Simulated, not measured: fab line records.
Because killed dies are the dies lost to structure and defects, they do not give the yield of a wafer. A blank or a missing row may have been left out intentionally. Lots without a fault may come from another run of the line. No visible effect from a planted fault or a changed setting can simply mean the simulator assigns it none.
8D (eight disciplines) problem report, filled in by code + flow nand_harc + the parts of the form that need people (team, actions taken, sign-off) are left out

## 1. THE PROBLEM
killed_at_periphery at NHARC_END_SORT_01 reads a mean of 33.0 on 1 wafer of 1 lot; wafers without a fault read 3.9 with a standard deviation of 2.6. Relative to the usual mean, that is a shift of +11 standard deviations.
Earliest sighting: wafer L242.6 on prober-01 at day 29 04:01. The record holds 3 wafers of 1 lot with a number at this step. Rule for "out" (also "out of limits"): further than 4 standard deviations from the usual mean. The other wafers with a number count as sound.

## 2. WHAT IT IS; WHAT IT IS NOT
| question                    | is                  | is not                                                                   |
|-----------------------------|---------------------|--------------------------------------------------------------------------|
| which readings at this step | killed_at_periphery | killed_at_array, killed_at_other, killed_dies, killed_open, killed_short |
| which lots                  | L242                | -                                                                        |
| which wafers of those lots  | L242.6              | L242.4, L242.5                                                           |
| read on which gauges        | prober-01           | -                                                                        |
| when                        | from day 29 04:01   | up to then (2 sound wafers)                                              |

## 3. WHAT RULES OUT EACH SUSPECT
Counting: any tool at a process step up to the reading remains a suspect provided it ran every lot that is out. Sound lots after the first of them don't rule it out here, since some wafers of a struck lot are sound.
- the gauge at NHARC_END_SORT_01 has been ruled out. All the wafers that are out were read on prober-01, but those of them that NHARC_P_CONTACT_ETCH_31 has rows for are out there too, on other tools.
- rie_diel-08 at NHARC_P_CONTACT_ETCH_35 (etches the open film in CF4, target depth 39 nm, time 65 s): kept. It ran the lot that is out, L242 (day 10 19:58).
- rie_diel-08 at NHARC_P_CONTACT_ETCH_18 (etches the open film in C4F8/O2/Ar, target depth 481 nm, time 240.5 s): kept. It ran the lot that is out, L242 (day 10 20:38). NHARC_P_CONTACT_ETCH_18: start missing for some lots; hours and lot order therefore follow NHARC_P_CONTACT_ETCH_31.
- rie_diel-08 at NHARC_P_CONTACT_ETCH_31 (etches the open film in CH3F/O2, target depth 30 nm, time 85.7 s): kept. It ran the lot that is out, L242 (day 10 20:38). Its own readings are out on those wafers: oes_product_au.
- Within rie_diel-08 at NHARC_P_CONTACT_ETCH_35, the wafers that are out were processed in chamber 2 and their sound lot-mates in chamber 1.
- In rie_diel-08 at NHARC_P_CONTACT_ETCH_31, the wafers that are out were processed in chamber 0 and their sound lot-mates in chambers 1, 3.
rie_diel-08 at NHARC_P_CONTACT_ETCH_35, rie_diel-08 at NHARC_P_CONTACT_ETCH_18 and rie_diel-08 at NHARC_P_CONTACT_ETCH_31 are what is left after counting.

## 4. THE CAUSE (what the simulator had put in)
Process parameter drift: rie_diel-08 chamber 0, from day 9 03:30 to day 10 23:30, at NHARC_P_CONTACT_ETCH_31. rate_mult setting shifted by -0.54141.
After counting, 3 suspects remain, this tool included.

## 5. THE CHAIN OF EFFECTS, in route order
Each row: a reading whose mean over the struck wafers that have a number lies more than 3 standard deviations from the usual. Only readings whose record carries a usual standard deviation are examined. hours: median over the lots of the time between each lot's start at the first step of this table that gives one and its start at this step. sigmas: the change, counted in usual standard deviations.
| hours | step                    | reading             | usual      | on struck wafers | change | sigmas |
|-------|-------------------------|---------------------|------------|------------------|--------|--------|
| 0     | NHARC_P_CONTACT_ETCH_31 | oes_product_au      | 0.982 a.u. | 0.662            | -0.320 | -21    |
| 439   | NHARC_END_SORT_01       | killed_at_periphery | 3.9        | 33.0             | +29.1  | +11    |
The process steps in it:
- NHARC_P_CONTACT_ETCH_31: etches the open film in CH3F/O2, target depth 30 nm, time 85.7 s.

## 6. HOW IT WOULD HAVE BEEN CAUGHT EARLIER
The first out-of-limits reading at a measuring or inspecting step in this record came at day 29 04:01, 481 hours after the fault's start at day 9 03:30.
At NHARC_P_CONTACT_ETCH_31, the tool's own readings (oes_product_au) were out on each struck wafer the step has a row for, so an alarm limit on them would have fired on the first such wafer.
All the lots that are out (1) had begun NHARC_P_CONTACT_ETCH_31 on rie_diel-08 by day 29 04:01. None of them would have been spared by holding the tool at that moment.
